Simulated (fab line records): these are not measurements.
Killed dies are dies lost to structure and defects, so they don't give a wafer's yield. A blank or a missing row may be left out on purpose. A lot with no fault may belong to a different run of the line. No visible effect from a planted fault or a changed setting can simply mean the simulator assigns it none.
fab line records -- flow n5Finfet
[record] lots = 6, wafers = 18, lastDay = 17
route steps=1938 shown SD_EPI_N@265 BEOL_M4@1111
lots with no fault: from the same line, run without faults
startH: hours from the record's first day to the start of the lot's first wafer shown -- waitH: hours elapsed since this lot's preceding step -- " the same as in the row above -- L1.1+2: several wafers, shown together as one row -- - no value present, or no start provided -- * or withheld: withheld -- < > ~ a bound
route shown NAME@n: NAME is a module with steps in the file, n the number in the route of the first one -- usual: mean and standard deviation over wafers with no fault -- same: alike in all rows -- chamber/n: place in a boat -- sites: the reading at each site -- _std_site: standard deviation of those values -- _edge_site: outer sites' mean less inner sites' -- radiusMm: for every site, how far away it sits from the centre of the wafer -- mask NAME#n: copy n -- behind: the most recent tool/chamber to have shaped the wafer -- hold: cause of the lot's hold/its duration in hours/its outcome -- device: whichever transistor did not switch (one of n, p or np) -- end of line: tests run on the same wafers once the route is complete -- step lacking rows: just its recipe -- killed: count of dies lost to structure and defects at first sort (not the wafer's yield) -- map: the dies of a wafer, with x for killed, . for not killed, _ for no die there
set.NAME: the setting that was run; set.NAME@STEP: the one run at that earlier step -- model.NAME: the simulator's own value behind a step, which no gauge read
lots seen at some steps along the route; tables by step, rows by wafer
services: when a tool's chamber went out of use (startH, in hours from the record's first day, below 0 if earlier), for how many hours, and the reason
[[steps]]
[step N5_SD_EPI_N_EBR_05]
[recipe] solvent = PGMEA, ebrWidthMm = 1.5
[step N5_SD_EPI_N_SOFTBAKE_04]
[recipe] tempC = 110, timeS = 60, resist = CAR-ArF-block
[step N5_SD_EPI_N_EXPOSE_06]
[recipe] maskId = SD_N_BLK, na = 1.35, sourceShape = conventional, sigmaOuter = 0.8, polarization = unpolarized, targetCdNm = 120, doseMj = 39.75
[step N5_SD_EPI_N_PEB_07]
[recipe] pebTempC = 110, pebTimeS = 60, resist = CAR-ArF-block
[step N5_SD_EPI_N_DEVELOP_08]
[recipe] developTimeS = 30, developer = TMAH, resist = CAR-ArF-block, devTempC = 23, rinseLiquid = diw, dry = airSpin
[step N5_SD_EPI_N_CD_MEAS_09]
[recipe] targetCdNm = 120, landingEnergyEv = 500, detector = seInlens
[usual] cdNm = 119.9/0.52
lot.wafer,tool,chamber,startH,waitH,cdNm
L845.1,cdSem-03,0,75.57,-,120.3
L845.2,cdSem-03,0,75.57,-,119.7
L845.6,cdSem-03,0,75.57,-,120.0
L853.1,cdSem-01,0,120.22,-,119.5
L853.2,cdSem-01,0,120.22,-,118.5
L853.6,cdSem-01,0,120.22,-,118.9
L855.1,cdSem-01,0,134.37,-,119.5
L855.4,cdSem-01,0,134.37,-,120.5
L855.5,cdSem-01,0,134.37,-,119.3
L856.2,cdSem-01,0,138.71,-,120.3
L856.3,cdSem-01,0,138.71,-,120.0
L856.5,cdSem-01,0,138.71,-,119.6
L858.1,cdSem-03,0,150.39,-,120.6
L858.4,cdSem-03,0,150.39,-,120.3
L858.5,cdSem-03,0,150.39,-,119.8
L861.3,cdSem-01,0,167.84,-,119.8
L861.5,cdSem-01,0,167.84,-,119.1
L861.6,cdSem-01,0,167.84,-,119.7
[step N5_SD_EPI_N_OVL_MEAS_10]
[recipe] pointsPerWafer = 44
[usual] SD_N_BLK_OVL = 0.1/0.82
lot.wafer,tool,chamber,startH,waitH,SD_N_BLK_OVL[nm]
L845.1,overlay-01,0,75.60,0.0,-0.9
L845.2,overlay-01,0,75.60,0.0,-1.4
L845.6,overlay-01,0,75.60,0.0,-0.5
L853.1,overlay-02,0,120.25,0.0,0.4
L853.2,overlay-02,0,120.25,0.0,-1.3
L853.6,overlay-02,0,120.25,0.0,-0.9
L855.1,overlay-02,0,134.40,0.0,-0.1
L855.4,overlay-02,0,134.40,0.0,-0.8
L855.5,overlay-02,0,134.40,0.0,-0.5
L856.2,overlay-02,0,138.74,0.0,-1.1
L856.3,overlay-02,0,138.74,0.0,-0.2
L856.5,overlay-02,0,138.74,0.0,-0.4
L858.1,overlay-01,0,150.42,0.0,0.2
L858.4,overlay-01,0,150.42,0.0,0.7
L858.5,overlay-01,0,150.42,0.0,-0.2
L861.3,overlay-01,0,167.87,0.0,0.9
L861.5,overlay-01,0,167.87,0.0,0.6
L861.6,overlay-01,0,167.87,0.0,-0.7
[step N5_SD_EPI_N_INSPECT_11]
[recipe] mode = adi, inspectInstrument = macro
[usual] rawDefectCount = 2.2/1.6
lot.wafer,tool,chamber,startH,waitH,rawDefectCount
L845.1,defectInspect-02,-,75.62,0.0,2
L845.2,defectInspect-02,-,75.62,0.0,8
L845.6,defectInspect-02,-,75.62,0.0,2
L853.1,defectInspect-02,-,120.27,0.0,4
L853.2,defectInspect-02,-,120.27,0.0,1
L853.6,defectInspect-02,-,120.27,0.0,1
L855.1,defectInspect-01,-,134.43,0.0,4
L855.4,defectInspect-01,-,134.43,0.0,3
L855.5,defectInspect-01,-,134.43,0.0,0
L856.2,defectInspect-01,-,138.76,0.0,1
L856.3,defectInspect-01,-,138.76,0.0,0
L856.5,defectInspect-01,-,138.76,0.0,2
L858.1,defectInspect-01,-,150.44,0.0,1
L858.4,defectInspect-01,-,150.44,0.0,0
L858.5,defectInspect-01,-,150.44,0.0,3
L861.3,defectInspect-02,-,167.89,0.0,1
L861.5,defectInspect-02,-,167.89,0.0,4
L861.6,defectInspect-02,-,167.89,0.0,2
[step N5_SD_EPI_N_DESCUM_14]
[recipe] chemistry = O2, timeS = 7.9, sourcePowerW = 50, biasPowerW = 20, pressureMtorr = 20, rfFrequencyHz = 2.712e+07, tempC = 40, resist = CAR-ArF-block, o2FlowSccm = 225
[usual] drypumpMotorCurrentA = 5.7/0.47, oesProductAu = 0.75/0.074, rfVppV = 243.1/1.5, showerheadPlenumPTorr = 2.10/0.07, throttleValvePct = 20.58/0.19
lot.wafer,tool,chamber,startH,waitH,drypumpMotorCurrentA,oesProductAu,rfHoursCounterH,rfVppV,showerheadPlenumPTorr,throttleValvePct
L845.1,rieDiel-01,3,75.66,0.0,5.7,0.78,137,245.6,2.19,20.56
L845.2,rieDiel-01,1,75.66,0.0,5.2,0.81,102,241.2,2.02,20.69
L845.6,rieDiel-01,0,75.66,0.0,6.3,0.75,-,242.7,2.09,20.67
L853.1,rieDiel-05,1,120.35,0.1,5.2,0.88,47,243.2,2.05,20.43
L853.2,rieDiel-05,3,120.35,0.1,5.9,0.74,161,239.8,2.00,20.40
L853.6,rieDiel-05,0,120.35,0.1,5.7,0.70,-,243.3,2.08,20.62
L855.1,rieDiel-05,2,134.46,0.0,5.1,0.73,165,240.6,2.00,20.15
L855.4,rieDiel-05,1,134.46,0.0,5.2,0.86,51,241.9,2.05,20.43
L855.5,rieDiel-05,1,134.46,0.0,5.2,0.86,-,242.5,2.05,20.43
L856.2,rieDiel-05,1,139.12,0.4,5.2,0.87,53,242.6,2.05,20.42
L856.3,rieDiel-05,0,139.12,0.4,5.6,0.70,211,243.0,2.08,20.64
L856.5,rieDiel-05,0,139.12,0.4,5.6,0.70,-,241.9,2.08,20.66
L858.1,rieDiel-02,1,150.47,0.0,5.8,0.85,66,246.2,2.20,20.58
L858.4,rieDiel-02,3,150.47,0.0,5.4,0.69,241,242.3,2.14,20.60
L858.5,rieDiel-02,0,150.47,0.0,5.9,0.67,-,242.5,2.06,20.83
L861.3,rieDiel-02,2,167.93,0.0,6.7,0.68,238,243.7,2.16,20.83
L861.5,rieDiel-02,3,167.93,0.0,5.4,0.69,-,244.8,2.14,20.61
L861.6,rieDiel-02,1,167.93,0.0,5.8,0.83,-,245.1,2.20,20.60
[step N5_SD_EPI_N_ETCH_34]
[recipe] chemistry = CF4, target = SiARC, targetDepthA = 455, maskMaterial = CAR-ArF-block, timeS = 75.8, ionEnergyEv = 80, pressureMtorr = 40, sourceW = 545, biasW = 36, Ar_flow_sccm = 100, cf4FlowSccm = 100, ends = cleared
[usual] drypumpMotorCurrentA = 5.7/0.47, etchRfOnTimeS = 76.1/1.1, oesProductAu = 0.64/0.062, rfVppV = 184.0/1.1, showerheadPlenumPTorr = 2.14/0.072, throttleValvePct = 15.76/0.2
lot.wafer,tool,chamber,startH,waitH,drypumpMotorCurrentA,etchRfOnTimeS,oesProductAu,rfHoursCounterH,rfVppV,showerheadPlenumPTorr,throttleValvePct
L845.1,rieDiel-01,3,75.69,0.0,5.7,77.0,0.67,137,186.0,2.24,15.75
L845.2,rieDiel-01,1,75.69,0.0,5.2,75.5,0.69,102,182.1,2.08,15.86
L845.6,rieDiel-01,0,75.69,0.0,6.3,76.8,0.64,-,184.3,2.14,15.84
L853.1,rieDiel-05,1,120.38,0.0,5.2,76.3,0.75,47,184.3,2.08,15.45
L853.2,rieDiel-05,3,120.38,0.0,5.9,76.4,0.62,161,182.7,2.06,15.61
L853.6,rieDiel-05,0,120.38,0.0,5.7,77.8,0.60,-,184.1,2.13,15.84
L855.1,rieDiel-05,2,134.50,0.0,5.1,78.7,0.62,165,184.0,2.05,15.38
L855.4,rieDiel-05,1,134.50,0.0,5.2,77.1,0.74,51,183.8,2.08,15.46
L855.5,rieDiel-05,1,134.50,0.0,5.2,77.9,0.73,-,182.5,2.08,15.45
L856.2,rieDiel-05,1,139.16,0.0,5.2,76.6,0.73,53,182.0,2.08,15.46
L856.3,rieDiel-05,0,139.16,0.0,5.6,78.3,0.59,211,184.7,2.13,15.85
L856.5,rieDiel-05,0,139.16,0.0,5.6,77.4,0.59,-,182.8,2.13,15.85
L858.1,rieDiel-02,1,150.51,0.0,5.8,76.0,0.72,66,185.6,2.26,15.79
L858.4,rieDiel-02,3,150.51,0.0,5.4,77.8,0.58,241,183.0,2.19,15.89
L858.5,rieDiel-02,0,150.51,0.0,5.9,77.0,0.56,-,183.4,2.10,16.00
L861.3,rieDiel-02,2,167.96,0.0,6.7,75.3,0.59,238,184.1,2.20,15.96
L861.5,rieDiel-02,3,167.96,0.0,5.4,76.2,0.58,-,185.1,2.19,15.89
L861.6,rieDiel-02,1,167.96,0.0,5.8,75.6,0.71,-,186.0,2.26,15.77
[step N5_SD_EPI_N_ETCH_35]
[recipe] chemistry = N2/H2, target = SOC, overetchA = 1080, maskMaterial = SiARC, tempC = 40, ionEnergyEv = 100, sourceW = 3000, biasW = 133, pressureMtorr = 20, timeS = 486, n2FlowSccm = 200, h2FlowSccm = 200
[usual] drypumpMotorCurrentA = 5.7/0.47, oesProductAu = 0.67/0.064, rfVppV = 240.6/1.4, showerheadPlenumPTorr = 2.54/0.088, throttleValvePct = 23.94/0.23
lot.wafer,tool,chamber,startH,waitH,drypumpMotorCurrentA,oesProductAu,rfHoursCounterH,rfVppV,showerheadPlenumPTorr,throttleValvePct
L845.1,rieDiel-01,3,75.75,0.0,5.7,0.71,137,242.6,2.66,23.85
L845.2,rieDiel-01,1,75.75,0.0,5.2,0.72,102,239.0,2.46,24.51
L845.6,rieDiel-01,0,75.75,0.0,6.3,0.67,-,240.1,2.52,23.88
L853.1,rieDiel-05,1,120.44,0.0,5.2,0.79,47,240.2,2.48,23.77
L853.2,rieDiel-05,3,120.44,0.0,5.9,0.65,161,239.4,2.43,23.84
L853.6,rieDiel-05,0,120.44,0.0,5.6,0.63,-,240.8,2.52,23.97
L855.1,rieDiel-05,2,134.55,0.0,5.1,0.66,166,239.8,2.43,23.40
L855.4,rieDiel-05,1,134.55,0.0,5.2,0.78,51,239.6,2.47,23.76
L855.5,rieDiel-05,1,134.55,0.0,5.2,0.78,-,240.3,2.47,23.78
L856.2,rieDiel-05,1,139.22,0.0,5.2,0.78,53,239.7,2.47,23.76
L856.3,rieDiel-05,0,139.22,0.0,5.6,0.63,211,240.6,2.51,23.98
L856.5,rieDiel-05,0,139.22,0.0,5.6,0.63,-,240.2,2.51,23.99
L858.1,rieDiel-02,1,150.56,0.0,5.8,0.75,67,242.0,2.69,24.13
L858.4,rieDiel-02,3,150.56,0.0,5.4,0.62,241,241.1,2.61,23.97
L858.5,rieDiel-02,0,150.56,0.0,5.9,0.59,-,240.8,2.50,23.94
L861.3,rieDiel-02,2,168.02,0.0,6.7,0.62,238,240.4,2.61,24.11
L861.5,rieDiel-02,3,168.02,0.0,5.4,0.62,-,241.4,2.61,23.98
L861.6,rieDiel-02,1,168.02,0.0,5.8,0.75,-,242.3,2.68,24.13
[step N5_SD_EPI_N_STRIP_36]
[recipe] chemistry = N2/H2, tempC = 40, n2FlowSccm = 200, h2FlowSccm = 200, rfFrequencyHz = 6e+07
[step N5_SD_EPI_N_ETCHBACK_44]
[recipe] chemistry = CH3F/O2, mode = anisotropicEtchback, target = SiNx, targetDepthA = 145, stopOn = SiO2, overEtchFrac = 0.3, ionEnergyEv = 120, pressureMtorr = 30, sourceW = 395, biasW = 73, Ar_flow_sccm = 150, CH3F_flow_sccm = 30, O2_flow_sccm = 20
[usual] CH3F_flow_sccm = 30.00/0.089, drypumpMotorCurrentA = 5.7/0.47, oesProductAu = 0.64/0.06, rfVppV = 298.8/2.5, showerheadPlenumPTorr = 2.00/0.069, throttleValvePct = 16.49/0.2
lot.wafer,tool,chamber,startH,waitH,CH3F_flow_sccm,drypumpMotorCurrentA,oesProductAu,rfHoursCounterH,rfVppV,showerheadPlenumPTorr,throttleValvePct,model.SiARC_of_SD_EPI_N_COAT_33.thkNm
L845.1,rieDiel-01,3,76.07,0.0,30.10,5.8,0.67,137,301.9,2.09,16.47,16.2
L845.2,rieDiel-01,1,76.07,0.0,30.03,5.2,0.69,102,299.6,1.93,16.59,15.8
L845.6,rieDiel-01,0,76.07,0.0,30.05,6.3,0.65,-,296.8,2.00,16.60,16.2
L853.1,rieDiel-05,1,120.76,0.0,29.97,5.2,0.75,47,298.0,1.94,16.18,16.2
L853.2,rieDiel-05,3,120.76,0.0,29.83,5.9,0.62,162,298.8,1.92,16.36,16.2
L853.6,rieDiel-05,0,120.76,0.0,29.87,5.6,0.61,-,300.3,1.99,16.56,16.8
L855.1,rieDiel-05,2,134.88,0.0,30.00,5.1,0.64,166,296.1,1.91,16.10,16.6
L855.4,rieDiel-05,1,134.88,0.0,29.85,5.2,0.75,51,297.9,1.94,16.19,16.4
L855.5,rieDiel-05,1,134.88,0.0,29.97,5.2,0.74,-,299.5,1.94,16.18,17.2
L856.2,rieDiel-05,1,139.54,0.0,30.09,5.2,0.74,53,299.9,1.94,16.19,16
L856.3,rieDiel-05,0,139.54,0.0,29.90,5.6,0.60,211,300.1,1.98,16.58,17.2
L856.5,rieDiel-05,0,139.54,0.0,29.94,5.7,0.61,-,299.7,1.98,16.57,17.2
L858.1,rieDiel-02,1,150.89,0.0,30.12,5.8,0.72,67,298.7,2.11,16.47,16
L858.4,rieDiel-02,3,150.89,0.0,29.94,5.4,0.59,241,297.0,2.05,16.61,16.2
L858.5,rieDiel-02,0,150.89,0.0,30.02,5.8,0.57,-,301.5,1.96,16.73,16
L861.3,rieDiel-02,2,168.34,0.0,30.07,6.7,0.59,238,294.8,2.06,16.72,15.8
L861.5,rieDiel-02,3,168.34,0.0,30.00,5.4,0.59,-,299.3,2.05,16.61,16
L861.6,rieDiel-02,1,168.34,0.0,29.95,5.7,0.71,-,298.8,2.11,16.48,15.6
[step N5_SD_EPI_N_ETCH_45]
[recipe] chemistry = CH3F/O2, target = SiOCN, targetDepthA = 60, maskMaterial = SOC, ionEnergyEv = 60, biasW = 29, pressureMtorr = 15, sourceW = 410, Ar_flow_sccm = 150, CH3F_flow_sccm = 30, O2_flow_sccm = 20
[usual] CH3F_flow_sccm = 30.01/0.084, drypumpMotorCurrentA = 5.7/0.47, oesProductAu = 0.75/0.072, rfVppV = 127.4/1.1, showerheadPlenumPTorr = 2.00/0.069, throttleValvePct = 23.45/0.2
lot.wafer,tool,chamber,startH,waitH,CH3F_flow_sccm,drypumpMotorCurrentA,oesProductAu,rfHoursCounterH,rfVppV,showerheadPlenumPTorr,throttleValvePct
L845.1,rieDiel-01,3,76.17,0.1,29.87,5.7,0.78,137,128.5,2.09,23.48
L845.2,rieDiel-01,1,76.17,0.1,29.98,5.2,0.81,102,126.2,1.93,23.63
L845.6,rieDiel-01,0,76.17,0.1,29.89,6.3,0.75,-,127.3,1.99,23.55
L853.1,rieDiel-05,1,120.86,0.1,30.08,5.2,0.87,47,127.4,1.94,23.19
L853.2,rieDiel-05,3,120.86,0.1,30.18,5.9,0.73,162,126.9,1.91,23.31
L853.6,rieDiel-05,0,120.86,0.1,30.03,5.6,0.69,-,127.3,1.98,23.48
L855.1,rieDiel-05,2,134.98,0.1,30.18,5.1,0.73,166,127.2,1.90,22.98
L855.4,rieDiel-05,1,134.98,0.1,30.13,5.2,0.87,51,126.8,1.93,23.19
L855.5,rieDiel-05,1,134.98,0.1,30.11,5.2,0.82,-,125.9,1.93,23.20
L856.2,rieDiel-05,1,139.64,0.1,29.96,5.2,0.87,53,127.3,1.93,23.19
L856.3,rieDiel-05,0,139.64,0.1,29.89,5.6,0.57,211,126.6,1.98,23.48
L856.5,rieDiel-05,0,139.64,0.1,29.86,5.7,0.53,-,127.8,1.98,23.46
L858.1,rieDiel-02,1,150.99,0.1,30.03,5.8,0.85,67,127.9,2.10,23.51
L858.4,rieDiel-02,3,150.99,0.1,30.01,5.4,0.69,241,127.4,2.05,23.51
L858.5,rieDiel-02,0,150.99,0.1,30.04,5.9,0.66,-,126.7,1.96,23.64
L861.3,rieDiel-02,2,168.44,0.1,30.07,6.8,0.68,238,128.0,2.05,23.68
L861.5,rieDiel-02,3,168.44,0.1,29.89,5.4,0.68,-,130.1,2.04,23.50
L861.6,rieDiel-02,1,168.44,0.1,29.94,5.8,0.84,-,126.9,2.10,23.53
[step N5_SD_EPI_N_ETCH_16]
[recipe] chemistry = CHF3/O2, target = SiO2, targetDepthA = 50, maskMaterial = SOC, pressureMtorr = 30, sourceW = 650, biasW = 170, Ar_flow_sccm = 200, CHF3_flow_sccm = 50, O2_flow_sccm = 5, ionEnergyEv = 200
[usual] drypumpMotorCurrentA = 5.7/0.47, oesProductAu = 0.75/0.072, rfVppV = 526/4.3, showerheadPlenumPTorr = 2.41/0.079, throttleValvePct = 19.03/0.19
lot.wafer,tool,chamber,startH,waitH,drypumpMotorCurrentA,oesProductAu,rfHoursCounterH,rfVppV,showerheadPlenumPTorr,throttleValvePct,model.SiARC_of_SD_EPI_N_COAT_33.thkNm
L845.1,rieDiel-01,3,76.27,0.1,5.7,0.79,137,535,2.51,19.02,12.6
L845.2,rieDiel-01,1,76.27,0.1,5.2,0.82,102,527,2.33,19.19,12.2
L845.6,rieDiel-01,0,76.27,0.1,6.3,0.75,-,524,2.41,19.12,12.6
L853.1,rieDiel-05,1,120.96,0.1,5.2,0.87,47,529,2.34,18.74,12.6
L853.2,rieDiel-05,3,120.96,0.1,5.9,0.74,162,525,2.32,18.89,12.6
L853.6,rieDiel-05,0,120.96,0.1,5.7,0.70,-,528,2.39,19.06,13.2
L855.1,rieDiel-05,2,135.08,0.1,5.1,0.73,166,522,2.30,18.61,13
L855.4,rieDiel-05,1,135.08,0.1,5.2,0.87,51,528,2.34,18.75,12.8
L855.5,rieDiel-05,1,135.08,0.1,5.2,0.86,-,528,2.34,18.76,13.6
L856.2,rieDiel-05,1,139.74,0.1,5.2,0.86,53,528,2.34,18.78,12.4
L856.3,rieDiel-05,0,139.74,0.1,5.6,0.70,211,528,2.39,19.09,13.6
L856.5,rieDiel-05,0,139.74,0.1,5.6,0.69,-,529,2.39,19.08,13.6
L858.1,rieDiel-02,1,151.09,0.1,5.8,0.84,67,528,2.53,19.06,12.4
L858.4,rieDiel-02,3,151.09,0.1,5.4,0.69,241,525,2.47,19.13,12.6
L858.5,rieDiel-02,0,151.09,0.1,5.9,0.67,-,532,2.37,19.26,12.6
L861.3,rieDiel-02,2,168.54,0.1,6.7,0.69,238,518,2.47,19.25,12.2
L861.5,rieDiel-02,3,168.54,0.1,5.4,0.69,-,525,2.47,19.14,12.4
L861.6,rieDiel-02,1,168.54,0.1,5.7,0.84,-,526,2.53,19.08,12
[step N5_SD_EPI_N_STRIP_47]
[recipe] chemistry = CHF3/O2, resist = SiARC, rfFrequencyHz = 6e+07
[step N5_BEOL_M4_RC_MEAS_101]
[usual] DIBL_N = 35.8/1.4, DIBL_P = 35.8/1.6, IOFF_N = 0.152/0.021, IOFF_P = 0.204/0.027, ION_N = 672/8.7, ION_P = 461/6.2, SS_N = 71.5/0.54, SS_P = 73.1/0.57, VT_N = 250.0/2.5, VT_P = -250.6/2.7
lot.wafer,tool,chamber,startH,waitH,DIBL_N[mV/V],DIBL_P[mV/V],IOFF_N[nA/um],IOFF_P[nA/um],ION_N[uA/um],ION_P[uA/um],SS_N[mV/dec],SS_P[mV/dec],VT_N[mV],VT_P[mV]
L845.1,prober-02,0,198.87,0.0,37.8,39.8,0.215,0.286,680,470,71.7,74.0,243.1,-245.3
L845.2,prober-02,0,198.87,0.0,34.1,34.8,0.129,0.189,671,468,70.6,72.2,249.4,-250.8
L845.6,prober-02,0,198.87,0.0,36.0,36.2,0.151,0.215,674,463,70.9,72.2,250.3,-248.8
L853.1,prober-01,0,241.18,0.0,35.3,34.2,0.126,0.164,656,453,71.1,74.1,255.8,-256.2
L853.2,prober-01,0,241.18,0.0,36.9,36.6,0.159,0.191,665,452,71.5,73.7,250.3,-252.3
L853.6,prober-01,0,241.18,0.0,34.0,32.9,0.110,0.148,646,450,71.8,72.7,254.8,-256.4
L855.1,prober-02,0,266.23,0.0,35.6,37.0,0.156,0.209,677,466,71.7,73.7,249.2,-250.5
L855.4,prober-02,0,266.23,0.0,34.4,35.6,0.140,0.193,671,461,71.6,73.0,251.0,-250.9
L855.5,prober-02,0,266.23,0.0,35.6,37.4,0.157,0.223,672,466,71.8,72.9,247.8,-247.8
L856.2,prober-01,0,269.66,0.2,38.3,36.9,0.174,0.213,682,463,71.7,73.8,251.5,-252.8
L856.3,prober-01,0,269.66,0.2,39.0,38.4,0.206,0.236,684,463,72.5,74.0,245.3,-249.1
L856.5,prober-01,0,269.66,0.2,35.9,35.1,0.145,0.183,667,452,71.4,73.1,249.1,-254.8
L858.1,prober-02,0,274.56,0.0,38.4,36.9,0.168,0.237,684,466,71.4,72.9,249.6,-248.1
L858.4,prober-02,0,274.56,0.0,37.3,35.2,0.147,0.211,664,460,71.5,73.4,252.0,-250.0
L858.5,prober-02,0,274.56,0.0,36.9,33.7,0.133,0.186,669,460,71.5,72.9,252.3,-251.4
L861.3,prober-02,0,299.94,0.3,32.4,33.1,0.109,0.152,646,444,71.2,72.0,254.5,-252.9
L861.5,prober-02,0,299.94,0.3,33.2,34.5,0.126,0.157,658,458,71.2,73.1,253.4,-254.6
L861.6,prober-02,0,299.94,0.3,33.7,34.2,0.128,0.160,653,445,71.1,72.3,251.8,-252.1
[[services]]
tool,chamber,startH,hours,kind
rieDiel-02,3,59.04,16.3,repair
rieDiel-02,-,82.84,0.6,repair
rieDiel-01,2,94.27,9.5,repair
rieDiel-02,2,123.29,4.0,repair
rieDiel-02,0,163.18,3.9,repair
rieDiel-02,0,167.15,-,clean
rieDiel-02,0,167.15,-,consumableReplace:focusRing
rieDiel-02,0,167.15,24.5,scheduledDown
rieDiel-02,0,167.15,24.5,ventCycle
[[key]]
firstSign none at tools or gauges
[modelEffect] step = N5_SD_EPI_N_ETCHBACK_44, value = SiARC_of_SD_EPI_N_COAT_33.thkNm, without = 16.4, struck = 17.2
[modelEffect] step = N5_SD_EPI_N_ETCH_16, value = SiARC_of_SD_EPI_N_COAT_33.thkNm, without = 12.87, struck = 13.6
metAt N5_SD_EPI_N_ETCHBACK_44
struckWafers L855.5,L856.3,L856.5
sortLeftOut L855.5,L856.3,L856.5
onsetBetween 120.76 134.88
[fault] kind = processParameterDrift, tool = rieDiel-05, chamber = -, onsetH = 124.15, steps = N5_SD_EPI_N_ETCHBACK_44, channel = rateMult, offset = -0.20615, shape = step, endH = 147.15, scope = struckWafersOnly
// sortLeftOut: the simulated sort isn't trusted on such a fault, so these wafers' sort isn't shown, and their yield isn't known
